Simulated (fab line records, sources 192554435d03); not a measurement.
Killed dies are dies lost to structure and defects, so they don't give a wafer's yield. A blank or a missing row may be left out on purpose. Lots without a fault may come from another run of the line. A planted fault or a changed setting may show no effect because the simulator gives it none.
fab line records | flow n5_finfet
record lots=7 wafers=21
route steps=1938 shown BEOL_M5@1160 BEOL_M6@1212 BEOL_M7@1266
start_h: hours from the record's first day to the start of the lot's first wafer shown | wait_h: hours since the lot's step before | " the same as in the row above | L1.1+2: a row that stands for several wafers | - no value, or no start given | * or withheld: withheld | < > ~ a bound
route shown NAME@n: a module of which the file shows steps, and the number in the route of the first | usual: mean/standard deviation of fault-free wafers | same: alike in all rows | chamber/n: place in a boat | sites: the reading at each site | _std_site: their standard deviation | _edge_site: outer sites' mean less inner sites' | radius_mm: how far each site lies from the wafer's centre | mask NAME#n: copy n | behind: the tool/chamber that last shaped the wafer | hold: why the lot was held/for how many hours/how that ended | device: the transistor (n, p or np) that didn't switch | end of line: the same wafers' tests at the end of the route | a step without rows: its recipe alone | killed: dies lost to structure and defects at the first sort, not the wafer's yield | map: a wafer's dies, x killed, . not, _ none there
set.NAME: the setting as run; set.NAME@STEP: as run at that earlier step | model.NAME: the simulator's own value behind a step, which no gauge read
lots whose settings were changed on purpose; a table a step, a row a wafer
## steps
# step N5_BEOL_M5_TRENCH_ETCH_37
# recipe chemistry=C4F6/O2 target_depth_a=716.52 target=SiCOH_lowk time_s=24.7 ion_energy_ev=250 pressure_mtorr=30 source_w=345 bias_w=185 Ar_flow_sccm=300 C4F6_flow_sccm=10 O2_flow_sccm=10
# columns lot.wafer tool chamber start_h wait_h set.time_s model.etch.depth_nm model.BEOL_M5.feature_depth_nm
L077.1 rie_diel-01 1 - - 24.7 70.26 70.2
L077.4 " 3 " " 24.7 72.58 72.6
L077.5 " 0 " " 24.7 71.12 71.2
L081.2 rie_diel-03 2 - - 27.87 81.16 81.2
L081.4 " 3 " " 27.87 82.5 82.6
L081.6 " 3 " " 24.7 72.35 72.4
L083.2 rie_diel-03 0 - - 28.15 80.95 81
L083.5 " 3 " " 28.15 81.89 81.8
L083.6 " 0 " " 24.7 70.77 70.8
L084.2 rie_diel-03 3 - - 19.83 57.72 57.8
L084.3 " 0 " " 19.83 57.14 57.2
L084.4 " 1 " " 24.7 71.41 71.4
L086.3 rie_diel-03 2 - - 21.36 61.74 61.8
L086.4 " 3 " " 21.36 61.78 61.8
L086.5 " 1 " " 21.36 62.16 62.2
L089.1 rie_diel-02 0 - - 24.7 69.9 70
L089.5 " 3 " " 24.7 71.1 71.2
L089.6 " 2 " " 24.7 71.53 71.6
L097.1 rie_diel-01 3 - - 24.7 72.19 72.2
L097.3 " 2 " " 24.7 72.23 72.2
L097.6 " 1 " " 24.7 72.89 72.8
# step N5_BEOL_M5_ETCH_41
# recipe chemistry=CH3F/O2 target=SiCN target_depth_a=315 taper_deg=2 time_s=56.7 ion_energy_ev=120 mask_material=TiN pressure_mtorr=30 source_w=395 bias_w=75 Ar_flow_sccm=150 CH3F_flow_sccm=30 O2_flow_sccm=20
# step N5_BEOL_M5_STRIP_91
# recipe chemistry=N2/H2 time_s=10 power_w=450 temp_c=40 pressure_mtorr=20 rf_frequency_hz=6e+07 bias_power_w=7 n2_flow_sccm=200 h2_flow_sccm=200
# step N5_BEOL_M5_OCD_MEAS_38
# usual trench_depth_nm=71.7/1.1
# columns lot.wafer tool chamber start_h wait_h set.time_s@BEOL_M5_TRENCH_ETCH_37 trench_depth_nm
L077.1 ocd-02 - 190.58 - 24.7 70.2
L077.4 " - " " 24.7 72.3
L077.5 " - " " 24.7 71.4
L081.2 ocd-01 - 217.08 - 27.87 81.0
L081.4 " - " " 27.87 82.2
L081.6 " - " " 24.7 72.1
L083.2 ocd-01 - 222.64 - 28.15 81.0
L083.5 " - " " 28.15 82.1
L083.6 " - " " 24.7 71.5
L084.2 ocd-02 - 225.54 - 19.83 57.8
L084.3 " - " " 19.83 57.3
L084.4 " - " " 24.7 71.7
L086.3 ocd-02 - 241.85 - 21.36 61.8
L086.4 " - " " 21.36 61.7
L086.5 " - " " 21.36 61.7
L089.1 ocd-02 - 278.22 - 24.7 69.5
L089.5 " - " " 24.7 70.8
L089.6 " - " " 24.7 71.5
L097.1 ocd-02 - 333.32 - 24.7 72.2
L097.3 " - " " 24.7 72.5
L097.6 " - " " 24.7 72.8
# step N5_BEOL_M5_HM_STRIP_39
# recipe chemistry=peroxide_tin_strip material=TiN target_depth_a=250 temp_c=50 time_s=158
# step N5_BEOL_M5_SRD_40
# recipe time_s=30 temp_c=23 rinse_liquid=diw dry=ipa_marangoni
# step N5_BEOL_M5_ECD_50
# recipe material=Cu target_thk_a=3000
# step N5_BEOL_M5_ANNEAL_51
# recipe temp_c=225 time_s=90 ambient=N2
# step N5_BEOL_M5_CMP_52
# recipe stop_on=SiCOH_lowk t_overpolish_s=6.9 down_force_psi=1 platen_rpm=50 clearing_platen_down_force_psi=1.5 clearing_platen_rpm=50 post_cmp_clean=cu_alkaline target_thk_nm=62 clearing_platen_pad_velocity_m_s=0.99484 pad_velocity_m_s=0.99484
# columns lot.wafer tool chamber start_h wait_h set.time_s@BEOL_M5_TRENCH_ETCH_37 model.Cu_of_BEOL_M5_ECD_50.thk_nm
L077.1 cmp-02 0 196.75 0.3 24.7 61.2
L077.4 " 3 " " 24.7 64.4
L077.5 " 0 " " 24.7 61.6
L081.2 cmp-02 1 224.06 0.2 27.87 72.2
L081.4 " 3 " " 27.87 73.4
L081.6 " 1 " " 24.7 64.2
L083.2 cmp-02 3 229.57 0.3 28.15 72
L083.6 " 0 " " 24.7 60.8
L083.5 " 1 " " 28.15 72.8
L084.2 cmp-02 3 233.55 0.2 19.83 49.2
L084.3 " 0 " " 19.83 47.6
L084.4 " 1 " " 24.7 62
L086.3 cmp-01 1 248.14 0.2 21.36 52.8
L086.4 " 0 " " 21.36 55
L086.5 " 1 " " 21.36 52.2
L089.1 cmp-02 1 285.98 0.3 24.7 59.6
L089.5 " 0 " " 24.7 60.2
L089.6 " 1 " " 24.7 61.8
L097.1 cmp-01 2 340.11 0.3 24.7 62.6
L097.3 " 3 " " 24.7 62
L097.6 " 1 " " 24.7 62.4
# step N5_BEOL_M5_THK_MEAS_53
# recipe thk_meas_gauge=xrf reads=Cu_of_BEOL_M5_ECD_50
# usual M5_THK=62.9/1.8
# columns lot.wafer tool chamber start_h wait_h set.time_s@BEOL_M5_TRENCH_ETCH_37 M5_THK[nm]
L077.1 film_metro-01 - 197.04 - 24.7 62.0
L077.4 " - " " 24.7 64.8
L077.5 " - " " 24.7 62.8
L081.2 film_metro-02 - 224.36 - 27.87 72.4
L081.4 " - " " 27.87 74.3
L081.6 " - " " 24.7 64.7
L083.2 film_metro-02 - 229.75 - 28.15 73.0
L083.5 " - " " 28.15 74.2
L083.6 " - " " 24.7 61.8
L084.2 film_metro-01 - 233.80 - 19.83 50.0
L084.3 " - " " 19.83 48.2
L084.4 " - " " 24.7 63.0
L086.3 film_metro-01 - 248.44 - 21.36 53.9
L086.4 " - " " 21.36 56.1
L086.5 " - " " 21.36 53.1
L089.1 film_metro-01 - 286.24 - 24.7 59.8
L089.5 " - " " 24.7 60.3
L089.6 " - " " 24.7 62.1
L097.1 film_metro-01 - 340.36 - 24.7 63.9
L097.3 " - " " 24.7 63.1
L097.6 " - " " 24.7 63.5
# step N5_BEOL_M5_PRE_CLEAN_77
# recipe gas=NH3/H2 time_s=15 temp_c=* rf_power_w=300
# step N5_BEOL_M5_CO_CAP_78
# recipe material=Co target_thk_a=20 temp_c=200 precursor=CCTBA/H2 pressure_torr=30 time_s=102.1
# step N5_BEOL_M5_PRE_CLEAN_55
# recipe gas=NH3 time_s=15 temp_c=withheld rf_power_w=300
# step N5_BEOL_M5_DEP_56
# recipe material=SiCN target_thk_a=80 temp_c=withheld precursor=3MS/NH3 pressure_torr=3 rf_w=202 time_s=14
# step N5_BEOL_M5_RS_MEAS_57
# recipe thk_meas_gauge=four-point-probe reads=Co_of_BEOL_M5_CO_CAP_78+Cu_of_BEOL_M5_ECD_50+Co_of_BEOL_M5_CVD_47+TaN_of_BEOL_M5_ALD_86
# usual M5_RS=0.386/0.013
# columns lot.wafer tool chamber start_h wait_h set.time_s@BEOL_M5_TRENCH_ETCH_37 M5_RS[ohm/sq]
L077.1 film_metro-01 - 197.36 0.0 24.7 0.394
L077.4 " - " " 24.7 0.370
L077.5 " - " " 24.7 0.388
L081.2 film_metro-02 - 224.62 0.1 27.87 0.323
L081.4 " - " " 27.87 0.316
L081.6 " - " " 24.7 0.372
L083.2 film_metro-02 - 230.02 0.1 28.15 0.324
L083.5 " - " " 28.15 0.319
L083.6 " - " " 24.7 0.396
L084.2 film_metro-01 - 234.07 0.1 19.83 0.514
L084.3 " - " " 19.83 0.536
L084.4 " - " " 24.7 0.387
L086.3 film_metro-01 - 248.70 0.1 21.36 0.471
L086.4 " - " " 21.36 0.447
L086.5 " - " " 21.36 0.477
L089.1 film_metro-01 - 286.50 0.0 24.7 0.405
L089.5 " - " " 24.7 0.402
L089.6 " - " " 24.7 0.388
L097.1 film_metro-02 - 340.63 0.0 24.7 0.381
L097.3 " - " " 24.7 0.388
L097.6 " - " " 24.7 0.384
# step N5_BEOL_M6_ETCH_62
# recipe chemistry=N2/H2 target=SOC target_depth_a=1100 overetch_a=220 mask_material=SiARC temp_c=40 time_s=165 ion_energy_ev=200 pressure_mtorr=30 source_w=840 bias_w=150 n2_flow_sccm=200 h2_flow_sccm=200
# columns lot.wafer tool chamber start_h wait_h set.time_s model.SiARC_of_BEOL_M6_COAT_60.thk_nm
L077.1 rie_diel-05 1 199.68 0.0 184.4 27.4
L077.4 " 2 " " 165 28.6
L077.5 " 1 " " 184.4 27.6
L081.2+4 rie_diel-06 2 226.65 0.0 165 28.4
L081.6 " 3 " " 135.5 29.4
L083.2 rie_diel-06 3 232.35 0.0 165 28.2
L083.5+6 " 3,2 " " 165 28.4
L084.2 rie_diel-04 2 236.54 0.0 165 29
L084.3+4 " 0,3 " " 165 28.6
L086.3+5 rie_diel-04 2,1 251.52 0.0 165 28.8
L086.4 " 1 " " 165 29
L089.1+6 rie_diel-05 2 290.29 0.0 165 28.8
L089.5 " 3 " " 165 28.6
L097.1 rie_diel-04 0 342.46 0.0 140.6 29.2
L097.3 " 3 " " 165 28.2
L097.6 " 3 " " 165 28
# step N5_BEOL_M6_COAT_22
# recipe resist=CAR-EUV spin_rpm=1500 resist_thk_nm=30
# columns lot.wafer tool chamber start_h wait_h set.spin_rpm model.CAR-EUV_of_BEOL_M6_COAT_22.thk_nm
L077.1+4+5 litho_track-04 0 - - 1500 30
L081.2 litho_track-03 0 - - 1387 31.2
L081.4 " 0 " " 1500 30
L081.6 " 0 " " 1387 31
L083.2+6 litho_track-04 0 - - 1334 31.6
L083.5 " 0 " " 1500 29.8
L084.2+3 litho_track-03 0 - - 1500 30
L084.4 " 0 " " 1421 31
L086.3+5 litho_track-05 0 - - 1500 30
L086.4 " 0 " " 1500 30.2
L089.1+5+6 litho_track-03 0 - - 1500 30
L097.1 litho_track-05 0 - - 1500 30.2
L097.3 " 0 " " 1500 30
L097.6 " 0 " " 1589 29.2
# step N5_BEOL_M6_EBR_24
# recipe solvent=PGMEA ebr_width_mm=1.5
# step N5_BEOL_M6_SOFTBAKE_23
# recipe temp_c=110 time_s=60 resist=CAR-EUV
# step N5_BEOL_M6_EXPOSE_25
# recipe mask_id=V5 na=0.33 source_shape=annular sigma_inner=0.4 sigma_outer=0.8 polarization=unpolarized target_cd_nm=40 dose_mj=45
# step N5_BEOL_M6_PEB_26
# recipe peb_temp_c=100 peb_time_s=60 resist=CAR-EUV
# step N5_BEOL_M6_DEVELOP_27
# recipe develop_time_s=30 developer=TMAH resist=CAR-EUV rinse_liquid=surfactant_rinse dry=air_spin dev_temp_c=23
# columns lot.wafer tool chamber start_h wait_h set.spin_rpm@BEOL_M6_COAT_22 model.CAR-EUV_of_BEOL_M6_COAT_22.thk_nm
L077.1+4+5 litho_track-03 0 - - 1500 29.6
L081.2+6 litho_track-04 0 - - 1387 30.6
L081.4 " 0 " " 1500 29.6
L083.2+6 litho_track-04 0 - - 1334 31.2
L083.5 " 0 " " 1500 29.4
L084.2+3 litho_track-05 0 - - 1500 29.6
L084.4 " 0 " " 1421 30.4
L086.3+5 litho_track-04 0 - - 1500 29.6
L086.4 " 0 " " 1500 29.8
L089.1+5 litho_track-04 0 - - 1500 29.6
L089.6 " 0 " " 1500 29.4
L097.1+3 litho_track-03 0 - - 1500 29.6
L097.6 " 0 " " 1589 28.6
# step N5_BEOL_M7_PECVD_70
# recipe material=SiO2 target_thk_a=200 temp_c=400 precursor=TEOS/O2 pressure_torr=5.5 rf_w=450 teos_flow_sccm=53.8 gas=O2 flow_sccm=3000 time_s=22.7
# columns lot.wafer tool chamber start_h wait_h set.time_s model.SiO2_of_BEOL_M7_PECVD_70.thk_nm
L077.1 pecvd-01 1 207.93 0.0 22.7 19.6
L077.4 " 0 " " 20.03 18.2
L077.5 " 0 " " 20.03 18
L081.2 pecvd-02 1 232.11 0.0 25.94 22.4
L081.4 " 0 " " 22.7 20.2
L081.6 " 2 " " 22.7 19.8
L083.2 pecvd-02 0 238.43 0.0 22.7 20
L083.5 " 0 " " 22.7 19.8
L083.6 " 2 " " 22.7 20.4
L084.2 pecvd-01 0 241.85 0.0 20.68 18.2
L084.3 " 1 " " 22.7 19.6
L084.4 " 1 " " 22.7 19.8
L086.3 pecvd-01 1 258.25 0.0 24.04 20.4
L086.4 " 1 " " 24.04 20.8
L086.5 " 0 " " 22.7 20.4
L089.1 pecvd-01 1 294.75 0.0 22.7 20
L089.5 " 1 " " 22.7 20.2
L089.6 " 2 " " 22.7 20.4
L097.1 pecvd-03 2 349.45 0.0 22.7 20.2
L097.3 " 1 " " 22.7 20
L097.6 " 1 " " 19.83 17.8
# step N5_BEOL_M7_EXPOSE_08
# recipe mask_id=M7 na=1.35 source_shape=dipole sigma_inner=0.817 sigma_outer=0.97 polarization=te dose_mj=68.25
# columns lot.wafer tool chamber start_h wait_h mask set.dose_mj
L077.1+4 arfi_scanner-02 0 209.08 - M7#0 65.06
L077.5 " 0 " " M7#0 68.25
L081.2+4 arfi_scanner-03 0 234.96 - M7#0 70.18
L081.6 " 0 " " M7#0 68.25
L083.2 arfi_scanner-02 0 238.91 - M7#0 68.25
L083.5+6 " 0 " " M7#0 70.91
L084.2+4 arfi_scanner-02 0 242.69 - M7#0 64.08
L084.3 " 0 " " M7#0 68.25
L086.3 arfi_scanner-03 0 259.44 - M7#0 68.25
L086.4+5 " 0 " " M7#0 65.67
L089.1+5+6 arfi_scanner-02 0 295.63 - M7#0 68.25
L097.1+6 arfi_scanner-01 0 354.52 - M7#0 65.98
L097.3 " 0 " " M7#0 68.25
# step N5_BEOL_M7_PEB_09
# recipe peb_temp_c=withheld peb_time_s=60 resist=CAR-ArF
# step N5_BEOL_M7_DEVELOP_10
# recipe develop_time_s=30 developer=TMAH resist=CAR-ArF rinse_liquid=diw dry=air_spin dev_temp_c=23
# step N5_BEOL_M7_CD_MEAS_11
# recipe target_cd_nm=38.5 landing_energy_ev=500 detector=se_inlens polarity=opening
# usual cd_nm=38.4/0.65
# columns lot.wafer tool chamber start_h wait_h set.dose_mj@BEOL_M7_EXPOSE_08 cd_nm
L077.1 cd_sem-03 0 209.21 - 65.06 36.4
L077.4 " 0 " " 65.06 35.3
L077.5 " 0 " " 68.25 38.7
L081.2 cd_sem-01 0 235.09 - 70.18 39.4
L081.4 " 0 " " 70.18 40.7
L081.6 " 0 " " 68.25 38.7
L083.2 cd_sem-01 0 239.03 - 68.25 37.7
L083.5 " 0 " " 70.91 40.9
L083.6 " 0 " " 70.91 39.7
L084.2 cd_sem-01 0 242.81 - 64.08 35.3
L084.3 " 0 " " 68.25 38.0
L084.4 " 0 " " 64.08 34.7
L086.3 cd_sem-01 0 259.56 - 68.25 38.2
L086.4 " 0 " " 65.67 35.6
L086.5 " 0 " " 65.67 37.3
L089.1 cd_sem-03 0 295.75 - 68.25 38.1
L089.5 " 0 " " 68.25 39.3
L089.6 " 0 " " 68.25 39.6
L097.1 cd_sem-03 0 354.65 - 65.98 35.8
L097.3 " 0 " " 68.25 38.8
L097.6 " 0 " " 65.98 36.2
# step N5_BEOL_M7_DESCUM_16
# recipe chemistry=O2 time_s=7.9 source_power_w=50 bias_power_w=20 pressure_mtorr=20 rf_frequency_hz=2.712e+07 temp_c=40 resist=CAR-ArF o2_flow_sccm=225
# step N5_BEOL_M7_ETCH_61
# recipe chemistry=CF4 target=SiARC target_depth_a=455 mask_material=CAR-ArF time_s=75.8 ion_energy_ev=80 pressure_mtorr=40 source_w=545 bias_w=36 Ar_flow_sccm=100 cf4_flow_sccm=100 ends=cleared
# columns lot.wafer tool chamber start_h wait_h set.dose_mj@BEOL_M7_EXPOSE_08 model.BEOL_M7.cd_offset_nm
L077.1 rie_diel-03 1 209.35 0.0 65.06 -1.6
L077.4 " 0 " " 65.06 -3.4
L077.5 " 0 " " 68.25 0.2
L081.2 rie_diel-03 3 235.21 0.0 70.18 1
L081.4 " 1 " " 70.18 2.6
L081.6 " 1 " " 68.25 1
L083.2 rie_diel-01 0 239.51 0.0 68.25 -0.4
L083.5 " 0 " " 70.91 2.8
L083.6 " 1 " " 70.91 1.2
L084.2 rie_diel-03 2 243.09 0.0 64.08 -3.2
L084.3 " 3 " " 68.25 -0.4
L084.4 " 1 " " 64.08 -3.4
L086.3 rie_diel-01 1 259.68 0.0 68.25 -0.6
L086.4 " 3 " " 65.67 -2.6
L086.5 " 1 " " 65.67 -1.4
L089.1 rie_diel-03 2 295.98 0.0 68.25 0.2
L089.5 " 2 " " 68.25 1.4
L089.6 " 1 " " 68.25 1
L097.1+6 rie_diel-03 3 354.77 0.0 65.98 -2
L097.3 " 2 " " 68.25 0.2
## key
split step=N5_BEOL_M5_TRENCH_ETCH_37 setting=time_s stated=24.7 by=wafer
response step=N5_BEOL_M5_TRENCH_ETCH_37 reading=model.etch.depth_nm change=+0.73 per=1% r=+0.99
response step=N5_BEOL_M5_TRENCH_ETCH_37 reading=model.BEOL_M5.feature_depth_nm change=+0.727 per=1% r=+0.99
response step=N5_BEOL_M5_OCD_MEAS_38 reading=trench_depth_nm change=+0.725 per=1% r=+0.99
response step=N5_BEOL_M5_CMP_52 reading=model.Cu_of_BEOL_M5_ECD_50.thk_nm change=+0.722 per=1% r=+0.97
response step=N5_BEOL_M5_THK_MEAS_53 reading=M5_THK change=+0.736 per=1% r=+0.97
response step=N5_BEOL_M5_RS_MEAS_57 reading=M5_RS change=-0.00594 per=1% r=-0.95
split step=N5_BEOL_M6_ETCH_62 setting=time_s stated=165 by=wafer
response step=N5_BEOL_M6_ETCH_62 reading=model.SiARC_of_BEOL_M6_COAT_60.thk_nm change=-0.0696 per=1% r=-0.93
split step=N5_BEOL_M6_COAT_22 setting=spin_rpm stated=1500 by=wafer
response step=N5_BEOL_M6_COAT_22 reading=model.CAR-EUV_of_BEOL_M6_COAT_22.thk_nm change=-0.16 per=1% r=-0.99
response step=N5_BEOL_M6_DEVELOP_27 reading=model.CAR-EUV_of_BEOL_M6_COAT_22.thk_nm change=-0.155 per=1% r=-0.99
split step=N5_BEOL_M7_PECVD_70 setting=time_s stated=22.7 by=wafer
response step=N5_BEOL_M7_PECVD_70 reading=model.SiO2_of_BEOL_M7_PECVD_70.thk_nm change=+0.155 per=1% r=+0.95
split step=N5_BEOL_M7_EXPOSE_08 setting=dose_mj stated=68.25 by=wafer
response step=N5_BEOL_M7_CD_MEAS_11 reading=cd_nm change=+0.571 per=1% r=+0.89
response step=N5_BEOL_M7_ETCH_61 reading=model.BEOL_M7.cd_offset_nm change=+0.507 per=1% r=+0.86
